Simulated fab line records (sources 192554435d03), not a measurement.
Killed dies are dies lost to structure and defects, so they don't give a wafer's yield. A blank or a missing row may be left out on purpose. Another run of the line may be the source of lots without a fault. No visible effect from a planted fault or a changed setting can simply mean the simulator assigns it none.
fab line records :: flow n5_finfet :: part 2 of 2: steps 23 to 29 of 29
record:
  lots: 5
  wafers: 15
  last_day: 17
route steps=1938 shown FIN_SAQP@94
lots with no fault: from the same line, run without faults
start_h: hours from the record's opening day to when the first of the lot's shown wafers began :: wait_h: time in hours since the lot's previous step :: " as in the row above :: L1.1+2: several wafers, shown together as one row :: - no value, or no start given :: * or withheld: withheld :: < > ~ a bound
route shown NAME@n: names a module that has steps shown in the file, with the first one's number in the route :: usual: mean/standard deviation taken from wafers without a fault :: same: alike in all rows :: chamber/n: place in a boat :: sites: the reading at each site :: _std_site: their standard deviation :: _edge_site: outer sites' mean less inner sites' :: radius_mm: for every site, how far away it sits from the centre of the wafer :: mask NAME#n: copy n :: behind: the last tool/chamber to shape the wafer :: hold: why the lot went on hold/how many hours it stayed there/how the hold came to an end :: device: the transistor (n, p or np) that didn't switch :: end of line: the tests these same wafers got at the end of their route :: a step without rows: its recipe alone :: killed: the dies lost at the first sort to structure and to defects; this is not the yield of the wafer :: map: shows each die of a wafer: x if killed, . if not, _ if none is there
set.NAME: the setting as run; set.NAME@STEP: as run at that earlier step :: model.NAME: the simulator's own value behind a step, which no gauge read
a table for each step, a row for each wafer; lots at some steps of the route
services: from which hour (start_h, from the record's first day; less than 0 if before it) a tool's chamber was out of use, for how many hours, and why
== steps ==
step: N5_FIN_SAQP_ETCH_52
recipe:
  chemistry: N2/H2
  target: SOC
  target_depth_a: 1000
  overetch_a: 200
  mask_material: SiARC
  temp_c: 40
  time_s: 150
  ion_energy_ev: 200
  pressure_mtorr: 30
  source_w: 840
  bias_w: 150
  n2_flow_sccm: 200
  h2_flow_sccm: 200
  ends: end_point
usual:
  drypump_motor_current_A: 5.8/0.43
  oes_product_au: 0.70/0.055
  rf_vpp_V: 524.5/1.9
  showerhead_plenum_p_Torr: 2.56/0.056
  throttle_valve_pct: 17.83/0.19
lot.wafer: L080.1
tool: rie_diel-02
chamber: 3
start_h: 59.30
wait_h: 0.0
drypump_motor_current_A: 5.2
oes_product_au: 0.67
rf_hours_counter_h: 149
rf_vpp_V: 524.1
showerhead_plenum_p_Torr: 2.54
throttle_valve_pct: 17.54

lot.wafer: L080.3
tool: rie_diel-02
chamber: 1
start_h: 59.30
wait_h: 0.0
drypump_motor_current_A: 5.8
oes_product_au: 0.71
rf_hours_counter_h: 118
rf_vpp_V: 522.9
showerhead_plenum_p_Torr: 2.54
throttle_valve_pct: 17.72

lot.wafer: L080.4
tool: rie_diel-02
chamber: 3
start_h: 59.30
wait_h: 0.0
drypump_motor_current_A: 5.2
oes_product_au: 0.67
rf_hours_counter_h: -
rf_vpp_V: 524.2
showerhead_plenum_p_Torr: 2.54
throttle_valve_pct: 17.55

lot.wafer: L086.2
tool: rie_diel-02
chamber: 1
start_h: 95.86
wait_h: 0.0
drypump_motor_current_A: 5.8
oes_product_au: 0.71
rf_hours_counter_h: 127
rf_vpp_V: 525.0
showerhead_plenum_p_Torr: 2.53
throttle_valve_pct: 17.74

lot.wafer: L086.4
tool: rie_diel-02
chamber: 3
start_h: 95.86
wait_h: 0.0
drypump_motor_current_A: 5.2
oes_product_au: 0.66
rf_hours_counter_h: -
rf_vpp_V: 523.8
showerhead_plenum_p_Torr: 2.53
throttle_valve_pct: 17.58

lot.wafer: L086.6
tool: rie_diel-02
chamber: 1
start_h: 95.86
wait_h: 0.0
drypump_motor_current_A: 5.8
oes_product_au: 0.70
rf_hours_counter_h: -
rf_vpp_V: 522.7
showerhead_plenum_p_Torr: 2.53
throttle_valve_pct: 17.75

lot.wafer: L088.3
tool: rie_diel-04
chamber: 0
start_h: 107.08
wait_h: 0.0
drypump_motor_current_A: 5.3
oes_product_au: 0.64
rf_hours_counter_h: 180
rf_vpp_V: 523.9
showerhead_plenum_p_Torr: 2.54
throttle_valve_pct: 17.79

lot.wafer: L088.4
tool: rie_diel-04
chamber: 2
start_h: 107.08
wait_h: 0.0
drypump_motor_current_A: 5.9
oes_product_au: 0.74
rf_hours_counter_h: 70
rf_vpp_V: 525.8
showerhead_plenum_p_Torr: 2.57
throttle_valve_pct: 17.51

lot.wafer: L088.6
tool: rie_diel-04
chamber: 3
start_h: 107.08
wait_h: 0.0
drypump_motor_current_A: 5.6
oes_product_au: 0.62
rf_hours_counter_h: -
rf_vpp_V: 526.2
showerhead_plenum_p_Torr: 2.60
throttle_valve_pct: 17.97

lot.wafer: L095.2
tool: rie_diel-02
chamber: 1
start_h: 148.49
wait_h: 0.0
drypump_motor_current_A: 5.8
oes_product_au: 0.69
rf_hours_counter_h: 147
rf_vpp_V: 525.4
showerhead_plenum_p_Torr: 2.52
throttle_valve_pct: 17.76

lot.wafer: L095.3
tool: rie_diel-02
chamber: 3
start_h: 148.49
wait_h: 0.0
drypump_motor_current_A: 5.2
oes_product_au: 0.65
rf_hours_counter_h: 184
rf_vpp_V: 521.9
showerhead_plenum_p_Torr: 2.52
throttle_valve_pct: 17.60

lot.wafer: L095.5
tool: rie_diel-02
chamber: 2
start_h: 148.49
wait_h: 0.0
drypump_motor_current_A: 6.6
oes_product_au: 0.67
rf_hours_counter_h: -
rf_vpp_V: 526.1
showerhead_plenum_p_Torr: 2.64
throttle_valve_pct: 18.16

lot.wafer: L096.1
tool: rie_diel-04
chamber: 1
start_h: 154.74
wait_h: 0.0
drypump_motor_current_A: 5.6
oes_product_au: 0.73
rf_hours_counter_h: 76
rf_vpp_V: 525.7
showerhead_plenum_p_Torr: 2.58
throttle_valve_pct: 17.97

lot.wafer: L096.3
tool: rie_diel-04
chamber: 2
start_h: 154.74
wait_h: 0.0
drypump_motor_current_A: 6.0
oes_product_au: 0.72
rf_hours_counter_h: 88
rf_vpp_V: 523.6
showerhead_plenum_p_Torr: 2.57
throttle_valve_pct: 17.55

lot.wafer: L096.6
tool: rie_diel-04
chamber: 3
start_h: 154.74
wait_h: 0.0
drypump_motor_current_A: 5.6
oes_product_au: 0.62
rf_hours_counter_h: -
rf_vpp_V: 525.1
showerhead_plenum_p_Torr: 2.59
throttle_valve_pct: 18.00
step: N5_FIN_SAQP_STRIP_53
recipe:
  chemistry: N2/H2
  temp_c: 40
  n2_flow_sccm: 200
  h2_flow_sccm: 200
  rf_frequency_hz: 6e+07
lot.wafer: L080.1+3+4
tool: rie_diel-02
chamber: 3,1,3
start_h: 59.39
wait_h: 0.0

lot.wafer: L086.2+4+6
tool: rie_diel-02
chamber: 1,3,1
start_h: 95.96
wait_h: 0.0

lot.wafer: L088.3+4+6
tool: rie_diel-04
chamber: 0,2,3
start_h: 107.18
wait_h: 0.0

lot.wafer: L095.2+3+5
tool: rie_diel-02
chamber: 1,3,2
start_h: 148.59
wait_h: 0.0

lot.wafer: L096.1+3+6
tool: rie_diel-04
chamber: 1,2,3
start_h: 154.84
wait_h: 0.0
step: N5_FIN_SAQP_HM_OPEN_73
recipe:
  chemistry: CHF3/O2
  target: SiO2
  stop_on: a-Si
  target_depth_a: 120
  over_etch_frac: 1.8
  mask_material: SOC
  time_s: 16.8
  pressure_mtorr: 30
  source_w: 650
  bias_w: 170
  Ar_flow_sccm: 200
  CHF3_flow_sccm: 50
  O2_flow_sccm: 5
  ion_energy_ev: 200
  ends: end_point
usual:
  drypump_motor_current_A: 5.8/0.43
  oes_product_au: 0.47/0.037
  rf_vpp_V: 523/7.9
  showerhead_plenum_p_Torr: 2.43/0.062
  throttle_valve_pct: 18.90/0.24
lot.wafer: L080.1
tool: rie_diel-02
chamber: 3
start_h: 59.40
wait_h: 0.0
drypump_motor_current_A: 5.2
oes_product_au: 0.44
rf_hours_counter_h: 149
rf_vpp_V: 522
showerhead_plenum_p_Torr: 2.43
throttle_valve_pct: 18.69

lot.wafer: L080.3
tool: rie_diel-02
chamber: 1
start_h: 59.40
wait_h: 0.0
drypump_motor_current_A: 5.8
oes_product_au: 0.47
rf_hours_counter_h: 118
rf_vpp_V: 515
showerhead_plenum_p_Torr: 2.43
throttle_valve_pct: 18.98

lot.wafer: L080.4
tool: rie_diel-02
chamber: 3
start_h: 59.40
wait_h: 0.0
drypump_motor_current_A: 5.2
oes_product_au: 0.44
rf_hours_counter_h: -
rf_vpp_V: 520
showerhead_plenum_p_Torr: 2.43
throttle_valve_pct: 18.69

lot.wafer: L086.2
tool: rie_diel-02
chamber: 1
start_h: 95.97
wait_h: 0.0
drypump_motor_current_A: 5.8
oes_product_au: 0.48
rf_hours_counter_h: 127
rf_vpp_V: 517
showerhead_plenum_p_Torr: 2.43
throttle_valve_pct: 19.00

lot.wafer: L086.4
tool: rie_diel-02
chamber: 3
start_h: 95.97
wait_h: 0.0
drypump_motor_current_A: 5.2
oes_product_au: 0.44
rf_hours_counter_h: -
rf_vpp_V: 521
showerhead_plenum_p_Torr: 2.42
throttle_valve_pct: 18.73

lot.wafer: L086.6
tool: rie_diel-02
chamber: 1
start_h: 95.97
wait_h: 0.0
drypump_motor_current_A: 5.8
oes_product_au: 0.48
rf_hours_counter_h: -
rf_vpp_V: 516
showerhead_plenum_p_Torr: 2.43
throttle_valve_pct: 19.00

lot.wafer: L088.3
tool: rie_diel-04
chamber: 0
start_h: 107.19
wait_h: 0.0
drypump_motor_current_A: 5.3
oes_product_au: 0.44
rf_hours_counter_h: 180
rf_vpp_V: 507
showerhead_plenum_p_Torr: 2.41
throttle_valve_pct: 18.85

lot.wafer: L088.4
tool: rie_diel-04
chamber: 2
start_h: 107.19
wait_h: 0.0
drypump_motor_current_A: 5.9
oes_product_au: 0.50
rf_hours_counter_h: 70
rf_vpp_V: 521
showerhead_plenum_p_Torr: 2.45
throttle_valve_pct: 18.56

lot.wafer: L088.6
tool: rie_diel-04
chamber: 3
start_h: 107.19
wait_h: 0.0
drypump_motor_current_A: 5.6
oes_product_au: 0.41
rf_hours_counter_h: -
rf_vpp_V: 536
showerhead_plenum_p_Torr: 2.49
throttle_valve_pct: 19.24

lot.wafer: L095.2
tool: rie_diel-02
chamber: 1
start_h: 148.60
wait_h: 0.0
drypump_motor_current_A: 5.8
oes_product_au: 0.47
rf_hours_counter_h: 147
rf_vpp_V: 516
showerhead_plenum_p_Torr: 2.42
throttle_valve_pct: 19.03

lot.wafer: L095.3
tool: rie_diel-02
chamber: 3
start_h: 148.60
wait_h: 0.0
drypump_motor_current_A: 5.2
oes_product_au: 0.43
rf_hours_counter_h: 184
rf_vpp_V: 521
showerhead_plenum_p_Torr: 2.42
throttle_valve_pct: 18.76

lot.wafer: L095.5
tool: rie_diel-02
chamber: 2
start_h: 148.60
wait_h: 0.0
drypump_motor_current_A: 6.6
oes_product_au: 0.45
rf_hours_counter_h: -
rf_vpp_V: 520
showerhead_plenum_p_Torr: 2.53
throttle_valve_pct: 19.32

lot.wafer: L096.1
tool: rie_diel-04
chamber: 1
start_h: 154.85
wait_h: 0.0
drypump_motor_current_A: 5.5
oes_product_au: 0.49
rf_hours_counter_h: 76
rf_vpp_V: 521
showerhead_plenum_p_Torr: 2.45
throttle_valve_pct: 18.99

lot.wafer: L096.3
tool: rie_diel-04
chamber: 2
start_h: 154.85
wait_h: 0.0
drypump_motor_current_A: 6.0
oes_product_au: 0.48
rf_hours_counter_h: 88
rf_vpp_V: 521
showerhead_plenum_p_Torr: 2.44
throttle_valve_pct: 18.57

lot.wafer: L096.6
tool: rie_diel-04
chamber: 3
start_h: 154.85
wait_h: 0.0
drypump_motor_current_A: 5.6
oes_product_au: 0.41
rf_hours_counter_h: -
rf_vpp_V: 535
showerhead_plenum_p_Torr: 2.48
throttle_valve_pct: 19.25
step: N5_FIN_SAQP_STRIP_74
recipe:
  chemistry: CHF3/O2
  resist: SiARC
  rf_frequency_hz: 6e+07
lot.wafer: L080.1+3+4
tool: rie_diel-02
chamber: 3,1,3
start_h: 59.46
wait_h: 0.0

lot.wafer: L086.2+4+6
tool: rie_diel-02
chamber: 1,3,1
start_h: 96.02
wait_h: 0.0

lot.wafer: L088.3+4+6
tool: rie_diel-04
chamber: 0,2,3
start_h: 107.24
wait_h: 0.0

lot.wafer: L095.2+3+5
tool: rie_diel-02
chamber: 1,3,2
start_h: 148.65
wait_h: 0.0

lot.wafer: L096.1+3+6
tool: rie_diel-04
chamber: 1,2,3
start_h: 154.90
wait_h: 0.0
step: N5_FIN_SAQP_MANDREL_ETCH_22
recipe:
  target_depth_a: 600
  chemistry: HBr/Cl2
  target: a-Si
  stop_on: SiNx
  bt_time_s: 10
  over_etch_frac: 0.5
  time_s: 30
  pressure_mtorr: 10
  icp_w: 800
  bias_w: 75
  HBr_flow_sccm: 150
  Cl2_flow_sccm: 80
  ends: end_point
usual:
  drypump_motor_current_A: 5.9/0.41
  he_backside_leak_sccm: 2.7/0.41
  oes_product_au: 0.769/0.015
  throttle_valve_pct: 35.28/0.28
lot.wafer: L080.1
tool: rie_si-04
chamber: 3
start_h: 59.49
wait_h: 0.0
drypump_motor_current_A: 5.8
he_backside_leak_sccm: 2.7
oes_product_au: 0.763
rf_hours_counter_h: 6
throttle_valve_pct: 35.21

lot.wafer: L080.3
tool: rie_si-04
chamber: 1
start_h: 59.49
wait_h: 0.0
drypump_motor_current_A: 6.5
he_backside_leak_sccm: 2.9
oes_product_au: 0.778
rf_hours_counter_h: 9
throttle_valve_pct: 35.26

lot.wafer: L080.4
tool: rie_si-04
chamber: 0
start_h: 59.49
wait_h: 0.0
drypump_motor_current_A: 6.1
he_backside_leak_sccm: 2.2
oes_product_au: 0.764
rf_hours_counter_h: 3
throttle_valve_pct: 35.47

lot.wafer: L086.2
tool: rie_si-04
chamber: 2
start_h: 96.06
wait_h: 0.0
drypump_motor_current_A: 6.0
he_backside_leak_sccm: 3.3
oes_product_au: 0.780
rf_hours_counter_h: 88
throttle_valve_pct: 34.97

lot.wafer: L086.4
tool: rie_si-04
chamber: 1
start_h: 96.06
wait_h: 0.0
drypump_motor_current_A: 6.5
he_backside_leak_sccm: 2.7
oes_product_au: 0.774
rf_hours_counter_h: 10
throttle_valve_pct: 35.27

lot.wafer: L086.6
tool: rie_si-04
chamber: 0
start_h: 96.06
wait_h: 0.0
drypump_motor_current_A: 6.1
he_backside_leak_sccm: 2.3
oes_product_au: 0.755
rf_hours_counter_h: -
throttle_valve_pct: 35.49

lot.wafer: L088.3
tool: rie_si-02
chamber: 2
start_h: 107.27
wait_h: 0.0
drypump_motor_current_A: 5.9
he_backside_leak_sccm: 2.6
oes_product_au: 0.794
rf_hours_counter_h: 79
throttle_valve_pct: 35.39

lot.wafer: L088.4
tool: rie_si-02
chamber: 1
start_h: 107.27
wait_h: 0.0
drypump_motor_current_A: 5.5
he_backside_leak_sccm: 2.4
oes_product_au: 0.766
rf_hours_counter_h: 7
throttle_valve_pct: 35.13

lot.wafer: L088.6
tool: rie_si-02
chamber: 2
start_h: 107.27
wait_h: 0.0
drypump_motor_current_A: 5.9
he_backside_leak_sccm: 2.8
oes_product_au: 0.793
rf_hours_counter_h: -
throttle_valve_pct: 35.39

lot.wafer: L095.2
tool: rie_si-01
chamber: 1
start_h: 148.68
wait_h: 0.0
drypump_motor_current_A: 5.3
he_backside_leak_sccm: 2.7
oes_product_au: 0.750
rf_hours_counter_h: 125
throttle_valve_pct: 35.70

lot.wafer: L095.3
tool: rie_si-01
chamber: 3
start_h: 148.68
wait_h: 0.0
drypump_motor_current_A: 5.5
he_backside_leak_sccm: 2.5
oes_product_au: 0.752
rf_hours_counter_h: 67
throttle_valve_pct: 35.88

lot.wafer: L095.5
tool: rie_si-01
chamber: 3
start_h: 148.68
wait_h: 0.0
drypump_motor_current_A: 5.5
he_backside_leak_sccm: 2.4
oes_product_au: 0.750
rf_hours_counter_h: -
throttle_valve_pct: 35.90

lot.wafer: L096.1
tool: rie_si-04
chamber: 1
start_h: 154.93
wait_h: 0.0
drypump_motor_current_A: 6.5
he_backside_leak_sccm: 3.0
oes_product_au: 0.765
rf_hours_counter_h: 11
throttle_valve_pct: 35.28

lot.wafer: L096.3
tool: rie_si-04
chamber: 3
start_h: 154.93
wait_h: 0.0
drypump_motor_current_A: 5.8
he_backside_leak_sccm: 2.6
oes_product_au: 0.762
rf_hours_counter_h: 8
throttle_valve_pct: 35.19

lot.wafer: L096.6
tool: rie_si-04
chamber: 1
start_h: 154.93
wait_h: 0.0
drypump_motor_current_A: 6.5
he_backside_leak_sccm: 2.9
oes_product_au: 0.767
rf_hours_counter_h: -
throttle_valve_pct: 35.25
step: N5_FIN_SAQP_STRIP_55
recipe:
  chemistry: N2/H2
  power_w: 500
  temp_c: 40
  pressure_mtorr: 50
  rf_frequency_hz: 6e+07
  overash_fraction: 0.3
  bias_power_w: 28
  h2_frac: 0.5
  n2_flow_sccm: 300
  h2_flow_sccm: 300
usual:
  drypump_motor_current_A: 5.9/0.46
  oes_product_au: 0.78/0.066
  rf_vpp_V: 122.1/1.4
  showerhead_plenum_p_Torr: 3.37/0.079
  throttle_valve_pct: 18.89/0.29
lot.wafer: L080.1
tool: rie_diel-01
chamber: 0
start_h: 59.59
wait_h: 0.1
drypump_motor_current_A: 5.9
oes_product_au: 0.78
rf_hours_counter_h: 126
rf_vpp_V: 122.4
showerhead_plenum_p_Torr: 3.24
throttle_valve_pct: 19.16

lot.wafer: L080.3
tool: rie_diel-01
chamber: 3
start_h: 59.59
wait_h: 0.1
drypump_motor_current_A: 6.7
oes_product_au: 0.74
rf_hours_counter_h: 186
rf_vpp_V: 121.9
showerhead_plenum_p_Torr: 3.45
throttle_valve_pct: 18.69

lot.wafer: L080.4
tool: rie_diel-01
chamber: 2
start_h: 59.59
wait_h: 0.1
drypump_motor_current_A: 5.6
oes_product_au: 0.81
rf_hours_counter_h: 63
rf_vpp_V: 122.4
showerhead_plenum_p_Torr: 3.28
throttle_valve_pct: 19.27

lot.wafer: L086.2
tool: rie_diel-02
chamber: 1
start_h: 96.24
wait_h: 0.1
drypump_motor_current_A: 5.9
oes_product_au: 0.79
rf_hours_counter_h: 127
rf_vpp_V: 120.4
showerhead_plenum_p_Torr: 3.35
throttle_valve_pct: 18.60

lot.wafer: L086.4
tool: rie_diel-02
chamber: 1
start_h: 96.24
wait_h: 0.1
drypump_motor_current_A: 5.9
oes_product_au: 0.79
rf_hours_counter_h: -
rf_vpp_V: 121.5
showerhead_plenum_p_Torr: 3.35
throttle_valve_pct: 18.59

lot.wafer: L086.6
tool: rie_diel-02
chamber: 3
start_h: 96.24
wait_h: 0.1
drypump_motor_current_A: 5.2
oes_product_au: 0.73
rf_hours_counter_h: -
rf_vpp_V: 122.4
showerhead_plenum_p_Torr: 3.34
throttle_valve_pct: 18.52

lot.wafer: L088.3
tool: rie_diel-01
chamber: 1
start_h: 107.53
wait_h: 0.2
drypump_motor_current_A: 6.2
oes_product_au: 0.90
rf_hours_counter_h: 48
rf_vpp_V: 120.0
showerhead_plenum_p_Torr: 3.43
throttle_valve_pct: 19.09

lot.wafer: L088.4
tool: rie_diel-01
chamber: 0
start_h: 107.53
wait_h: 0.2
drypump_motor_current_A: 5.9
oes_product_au: 0.76
rf_hours_counter_h: 145
rf_vpp_V: 121.7
showerhead_plenum_p_Torr: 3.23
throttle_valve_pct: 19.19

lot.wafer: L088.6
tool: rie_diel-01
chamber: 2
start_h: 107.53
wait_h: 0.2
drypump_motor_current_A: 5.6
oes_product_au: 0.79
rf_hours_counter_h: -
rf_vpp_V: 120.2
showerhead_plenum_p_Torr: 3.27
throttle_valve_pct: 19.31

lot.wafer: L095.2
tool: rie_diel-02
chamber: 3
start_h: 148.78
wait_h: 0.1
drypump_motor_current_A: 5.3
oes_product_au: 0.72
rf_hours_counter_h: 184
rf_vpp_V: 123.4
showerhead_plenum_p_Torr: 3.33
throttle_valve_pct: 18.57

lot.wafer: L095.3
tool: rie_diel-02
chamber: 1
start_h: 148.78
wait_h: 0.1
drypump_motor_current_A: 5.8
oes_product_au: 0.76
rf_hours_counter_h: 147
rf_vpp_V: 121.0
showerhead_plenum_p_Torr: 3.34
throttle_valve_pct: 18.61

lot.wafer: L095.5
tool: rie_diel-02
chamber: 0
start_h: 148.78
wait_h: 0.1
drypump_motor_current_A: 6.2
oes_product_au: 0.92
rf_hours_counter_h: -
rf_vpp_V: 122.5
showerhead_plenum_p_Torr: 3.43
throttle_valve_pct: 18.46

lot.wafer: L096.1
tool: rie_diel-04
chamber: 0
start_h: 155.03
wait_h: 0.1
drypump_motor_current_A: 5.3
oes_product_au: 0.71
rf_hours_counter_h: 197
rf_vpp_V: 123.9
showerhead_plenum_p_Torr: 3.34
throttle_valve_pct: 18.73

lot.wafer: L096.3
tool: rie_diel-04
chamber: 3
start_h: 155.03
wait_h: 0.1
drypump_motor_current_A: 5.6
oes_product_au: 0.69
rf_hours_counter_h: 244
rf_vpp_V: 122.1
showerhead_plenum_p_Torr: 3.42
throttle_valve_pct: 18.65

lot.wafer: L096.6
tool: rie_diel-04
chamber: 2
start_h: 155.03
wait_h: 0.1
drypump_motor_current_A: 6.0
oes_product_au: 0.81
rf_hours_counter_h: -
rf_vpp_V: 121.6
showerhead_plenum_p_Torr: 3.39
throttle_valve_pct: 18.73
step: N5_FIN_SAQP_STRIP_23
recipe:
  chemistry: SPM
  time_s: 750
  temp_c: 130
  h2so4_h2o2_vol_ratio: 4
lot.wafer: L080.1+3+4
tool: wet_bench-05
chamber: 0,5,4
start_h: 59.65
wait_h: -

lot.wafer: L086.2+4+6
tool: wet_bench-06
chamber: 4,5,6
start_h: 96.30
wait_h: -

lot.wafer: L088.3+4+6
tool: wet_bench-03
chamber: 3,4,1
start_h: 107.60
wait_h: -

lot.wafer: L095.2+3+5
tool: wet_bench-05
chamber: 6,0,5
start_h: 148.85
wait_h: -

lot.wafer: L096.1+3+6
tool: wet_bench-05
chamber: 0,6,2
start_h: 155.10
wait_h: -
== services ==
tool: arfi_scanner-03
chamber: -
start_h: 42.36
hours: 0.8
kind: pm

tool: rie_diel-02
chamber: -
start_h: 46.23
hours: 2.8
kind: pm

tool: arfi_scanner-01
chamber: -
start_h: 46.25
hours: 0.4
kind: repair

tool: ald_sin-04
chamber: 1
start_h: 49.52
hours: 1.7
kind: repair

tool: rie_diel-02
chamber: 2
start_h: 49.88
hours: 22.3
kind: repair

tool: arfi_scanner-01
chamber: -
start_h: 50.51
hours: 0.8
kind: pm

tool: arfi_scanner-02
chamber: -
start_h: 55.67
hours: 1.0
kind: pm

tool: rie_diel-02
chamber: 1
start_h: 60.94
hours: 12.0
kind: repair

tool: arfi_scanner-02
chamber: -
start_h: 67.08
hours: 0.8
kind: pm

tool: ald_sin-03
chamber: 1
start_h: 67.81
hours: 6.7
kind: repair

tool: rie_diel-01
chamber: 1
start_h: 68.06
hours: 6.8
kind: repair

tool: rie_si-04
chamber: 0
start_h: 82.52
hours: 3.3
kind: repair

tool: pecvd-04
chamber: 2
start_h: 83.32
hours: 2.2
kind: repair

tool: ald_sin-03
chamber: -
start_h: 86.62
hours: 14.0
kind: pm

tool: pecvd-01
chamber: -
start_h: 89.84
hours: 28.1
kind: pm

tool: rie_diel-01
chamber: 1
start_h: 98.46
hours: 4.6
kind: repair

tool: arfi_scanner-03
chamber: -
start_h: 103.70
hours: 1.3
kind: pm

tool: arfi_scanner-02
chamber: -
start_h: 107.55
hours: 1.3
kind: pm

tool: arfi_scanner-03
chamber: -
start_h: 113.17
hours: 1.0
kind: pm

tool: rie_si-04
chamber: 1
start_h: 125.56
hours: 1.6
kind: repair

tool: pecvd-01
chamber: 0
start_h: 131.43
hours: 10.7
kind: repair

tool: arfi_scanner-02
chamber: -
start_h: 142.89
hours: 1.0
kind: pm

tool: arfi_scanner-03
chamber: -
start_h: 148.88
hours: 0.2
kind: repair

tool: rie_diel-04
chamber: 3
start_h: 149.90
hours: 3.7
kind: repair
